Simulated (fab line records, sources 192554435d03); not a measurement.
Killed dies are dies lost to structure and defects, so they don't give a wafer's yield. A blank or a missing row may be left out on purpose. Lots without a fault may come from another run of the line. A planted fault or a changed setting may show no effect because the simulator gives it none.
Problem report in the 8D (eight disciplines) form, filled by code | flow n5_finfet | the parts of the form that need people (team, actions taken, sign-off) are left out

1. THE PROBLEM
etch_rf_on_time_s at N5_BEOL_M8_ETCH_65 reads a mean of 18.8 s on 2 wafers of 2 lots; wafers without a fault read 26.1 s with a standard deviation of 0.94. That is -7.8 standard deviations from the usual mean.
The step: etches SiARC in CF4, target depth 15.6 nm, time 26 s.
First seen on wafer L795.1, day 13 10:55, on rie_diel-01. The record holds 16 wafers of 6 lots with a number at this step. Rule for "out", or "out of limits": more than 4 standard deviations from the usual mean. The other wafers with a number count as sound.

2. WHAT IT IS AND WHAT IT IS NOT
question                    | is                | is not
which readings at this step | etch_rf_on_time_s | drypump_motor_current_A, rf_vpp_V, showerhead_plenum_p_Torr, throttle_valve_pct
which lots                  | L795, L799        | L784, L791, L796, L805
which wafers of those lots  | L795.1, L799.4    | L795.2, L799.2
read on which tools         | rie_diel-01       | rie_diel-02
when                        | from day 13 10:55 | up to then (10 sound wafers); but 4 sound wafers of L799, L805 came after

3. SUSPECTS, AND WHAT RULES EACH OUT
Counting: a tool at a process step up to the reading stays a suspect if it ran every lot that is out. Sound lots after the first of them don't rule it out here, since some wafers of a struck lot are sound.
- rie_diel-01 at N5_BEOL_M8_DESCUM_33 (chemistry O2, time 7 s): kept. It ran every lot that is out, first L795 (day 13 10:52); its last sound lot up to then is L791 (day 11 18:00).
- rie_diel-01 at N5_BEOL_M8_ETCH_72 (etches underlayer in N2/H2, target depth 6.5 nm, time 5.2 s): kept. It ran every lot that is out, first L795 (day 13 10:54); its last sound lot up to then is L791 (day 11 18:02).
- rie_diel-01 at N5_BEOL_M8_ETCH_65 (etches SiARC in CF4, target depth 15.6 nm, time 26 s): kept. It ran every lot that is out, first L795 (day 13 10:55); its last sound lot up to then is L791 (day 11 18:03). Its own readings are out on those wafers: etch_rf_on_time_s.
- Within rie_diel-01 at N5_BEOL_M8_DESCUM_33: the wafers that are out ran in chambers 1, 3; their sound lot-mates ran in chambers 0, 2.
- Within rie_diel-01 at N5_BEOL_M8_ETCH_72: the wafers that are out ran in chambers 1, 3; their sound lot-mates ran in chambers 0, 2.
- Within rie_diel-01 at N5_BEOL_M8_ETCH_65: the wafers that are out ran in chambers 1, 3; their sound lot-mates ran in chambers 0, 2.
Left after counting: rie_diel-01 at N5_BEOL_M8_DESCUM_33, rie_diel-01 at N5_BEOL_M8_ETCH_72, rie_diel-01 at N5_BEOL_M8_ETCH_65.

4. THE CAUSE (what the simulator had put in)
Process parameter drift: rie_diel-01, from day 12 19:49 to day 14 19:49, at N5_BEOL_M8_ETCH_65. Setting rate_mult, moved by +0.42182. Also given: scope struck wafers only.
Counting left 3 suspects, and this tool is among them.

5. THE CHAIN OF EFFECTS, in route order
Each row: a reading whose mean over the struck wafers that have a number lies more than 3 standard deviations from the usual. Only readings for which the record gives a usual standard deviation are gone through. hours: the time from each lot's start at the first step in this table that gives one to its start at this step, as a median over the lots. sigmas: the change in usual standard deviations.
hours | step               | reading           | usual  | on struck wafers | change | sigmas
0     | N5_BEOL_M8_ETCH_65 | etch_rf_on_time_s | 26.1 s | 18.8             | -7.3   | -7.8
The process steps in it:
- N5_BEOL_M8_ETCH_65: etches SiARC in CF4, target depth 15.6 nm, time 26 s.

6. WHAT WOULD HAVE CAUGHT IT SOONER
In this record the first reading out of limits was taken at day 13 10:55, 15 hours after the fault began at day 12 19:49.
